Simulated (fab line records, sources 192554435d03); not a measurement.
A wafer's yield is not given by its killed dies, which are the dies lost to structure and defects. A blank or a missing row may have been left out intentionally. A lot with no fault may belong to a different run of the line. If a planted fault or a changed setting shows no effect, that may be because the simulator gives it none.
Matching of chambers + flow n5_finfet + rie_diel-06 running N5_BEOL_M10_DESCUM_16: 3 sister chambers
The step chemistry O2, time 7.9 s. 16 wafers are shown with their chamber, then 6 later ones without.

WAFERS PAIRED WITH THEIR CHAMBERS
| wafer  | chamber | drypump_motor_current_A (A) | showerhead_plenum_p_Torr (Torr) | rf_vpp_V (V) |
|--------|---------|-----------------------------|---------------------------------|--------------|
| L076.2 | 2       | 6.1                         | 2.04                            | 241.9        |
| L076.3 | 3       | 5.0                         | 2.06                            | 243.6        |
| L076.6 | 3       | 5.0                         | 2.06                            | 242.1        |
| L077.3 | 2       | 6.1                         | 2.04                            | 241.5        |
| L077.4 | 3       | 5.0                         | 2.06                            | 242.4        |
| L077.6 | 3       | 4.9                         | 2.06                            | 242.5        |
| L086.2 | 3       | 5.0                         | 2.06                            | 242.8        |
| L086.3 | 2       | 6.1                         | 2.03                            | 240.9        |
| L086.5 | 2       | 6.1                         | 2.03                            | 242.4        |
| L085.2 | 2       | 6.1                         | 2.03                            | 242.0        |
| L085.3 | 1       | 5.3                         | 2.13                            | 243.9        |
| L085.4 | 3       | 5.0                         | 2.06                            | 243.3        |
| L089.3 | 2       | 6.1                         | 2.03                            | 243.0        |
| L089.5 | 1       | 5.3                         | 2.13                            | 242.8        |
| L089.6 | 2       | 6.1                         | 2.03                            | 241.5        |
| L092.1 | 3       | 5.0                         | 2.05                            | 242.0        |

SIGNATURES (averages over the wafers above)
| reading                  | chamber 1 | chamber 2 | chamber 3 | scatter within a chamber |
|--------------------------|-----------|-----------|-----------|--------------------------|
| drypump_motor_current_A  | 5.300     | 6.100     | 4.986     | 0.0257                   |
| showerhead_plenum_p_Torr | 2.1300    | 2.0329    | 2.0586    | 0.00419                  |
| rf_vpp_V                 | 243.350   | 241.886   | 242.671   | 0.653                    |
Rule: a wafer's distance from a chamber is the root of the sum, over the readings, of the square of ((its reading less the chamber's mean) divided by the reading's scatter). The wafer belongs to the nearest chamber; if the next one is less than 2 further off, it can't be placed. The scatter is the square root of a quotient: the sum, over the shown wafers, of each reading's squared deviation from its chamber's mean, divided by wafers minus chambers.

WAFERS WHOSE CHAMBER IS MISSING
| wafer  | drypump_motor_current_A (A) | showerhead_plenum_p_Torr (Torr) | rf_vpp_V (V) |
|--------|-----------------------------|---------------------------------|--------------|
| L092.4 | 5.3                         | 2.12                            | 244.2        |
| L092.6 | 5.0                         | 2.05                            | 242.5        |
| L090.5 | 6.1                         | 2.03                            | 241.8        |
| L090.6 | 5.0                         | 2.05                            | 242.7        |
| L095.2 | 4.9                         | 2.05                            | 242.4        |
| L095.4 | 6.1                         | 2.02                            | 242.3        |

THE CHAMBER EACH PASSED THROUGH
| wafer  | from the rows above | in truth |
|--------|---------------------|----------|
| L092.4 | 1                   | 1        |
| L092.6 | 3                   | 3        |
| L090.5 | 2                   | 2        |
| L090.6 | 3                   | 3        |
| L095.2 | 3                   | 3        |
| L095.4 | 2                   | 2        |
6 of 6 placed correctly. Number that these rows cannot place: 0. 0 placed wrongly.
